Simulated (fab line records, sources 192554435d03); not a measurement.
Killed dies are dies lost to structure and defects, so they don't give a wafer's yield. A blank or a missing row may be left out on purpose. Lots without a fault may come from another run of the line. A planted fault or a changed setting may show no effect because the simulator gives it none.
Split-lot experiment | flow n5_finfet | 7 lots, 21 wafers read, on a route of 1938 steps

THE SPLIT
At N5_BEOL_M9_TRENCH_ETCH_37 (etches SiCOH lowk in C4F6/O2, target depth 151.43 nm, time 49 s), the setting bias_w was moved away from the recipe's 185 W on 3 of the 21 wafers read, by -17.7% to +17.4%. The other wafers ran this setting at the recipe's value.

The reading is taken at the split's own step.

THE READING
rf_vpp_V, in V, at N5_BEOL_M9_TRENCH_ETCH_37 (etches SiCOH lowk in C4F6/O2, target depth 151.43 nm, time 49 s). Fault-free wafers of this fab line usually give 661 V, standard deviation 15 V.

wafer  | tool, chamber at the split | bias_w as run, W | against the recipe | rf_vpp_V, V | against lot-mates on the recipe
L075.2 | rie_diel-01, 0             | 185              | recipe             | 696         | -
L075.5 | rie_diel-01, 3             | 185              | recipe             | 658         | -
L075.6 | rie_diel-01, 2             | 185              | recipe             | 665         | -
L081.1 | rie_diel-04, 3             | 185              | recipe             | 670         | -
L081.2 | rie_diel-04, 2             | 185              | recipe             | 634         | -
L081.5 | rie_diel-04, 1             | 185              | recipe             | 660         | -
L086.2 | rie_diel-04, 2             | 185              | recipe             | 635         | -
L086.3 | rie_diel-04, 0             | 185              | recipe             | 672         | -
L086.6 | rie_diel-04, 0             | 185              | recipe             | 673         | -
L084.2 | rie_diel-05, 1             | 185              | recipe             | 662         | -
L084.3 | rie_diel-05, 3             | 185              | recipe             | 653         | -
L084.6 | rie_diel-05, 1             | 185              | recipe             | 662         | -
L091.2 | rie_diel-04, 3             | 185              | recipe             | 671         | -
L091.3 | rie_diel-04, 1             | 152.3            | -17.7%             | 564         | -107
L091.5 | rie_diel-04, 2             | 152.3            | -17.7%             | 544         | -127
L090.2 | rie_diel-05, 3             | 185              | recipe             | 653         | -
L090.5 | rie_diel-05, 1             | 185              | recipe             | 662         | -
L090.6 | rie_diel-05, 2             | 185              | recipe             | 652         | -
L097.1 | rie_diel-04, 3             | 185              | recipe             | 669         | -
L097.2 | rie_diel-04, 2             | 185              | recipe             | 633         | -
L097.4 | rie_diel-04, 2             | 217.1            | +17.4%             | 719         | +68

THE FIT
A straight line over all 21 wafers: rf_vpp_V changes by +5.1 V for each +1% of bias_w; r = +0.90; the points scatter about the line by 17 V.
The same after taking each lot's own level away (the mean of its wafers on the recipe; 21 wafers): +5.68 V for each +1%; r = +0.93; scatter 16 V.
On that fit, the largest move of bias_w shifts the reading by 1e+02 V.
The lots' own levels span 651.0 to 673.0 V, that is 1.5 times the standard deviation above.
So the lot-to-lot level changes the slope: the two fits differ.
Check: with one of the wafers moved furthest among these (-17.7%) left out of the fit, the line predicts -102 V for it against its lot-mates. It came out at -107 V against them.
Tool readings at the split's step, against how far the setting was moved: rf_vpp_V r = +0.90.

OTHER SPLITS ON THESE WAFERS
These wafers also went through other splits before the reading. Each is held against what the fit with the lots' levels taken away leaves over:
other split on the same wafers    | wafers away from the commonest value | r with rf_vpp_V (lot level and that fit taken away)
N5_BEOL_M6_HM_DEP_02 target_thk_a | 4                                    | +0.13
N5_BEOL_M6_TRENCH_ETCH_37 time_s  | 10                                   | +0.23
N5_BEOL_M8_ETCH_65 source_w       | 11                                   | +0.02
N5_BEOL_M8_TRENCH_ETCH_37 time_s  | 6                                    | +0.06

THE FILE'S OWN FIT
rf_vpp_V changes by +5.31 V for each +1% of bias_w, r = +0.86.
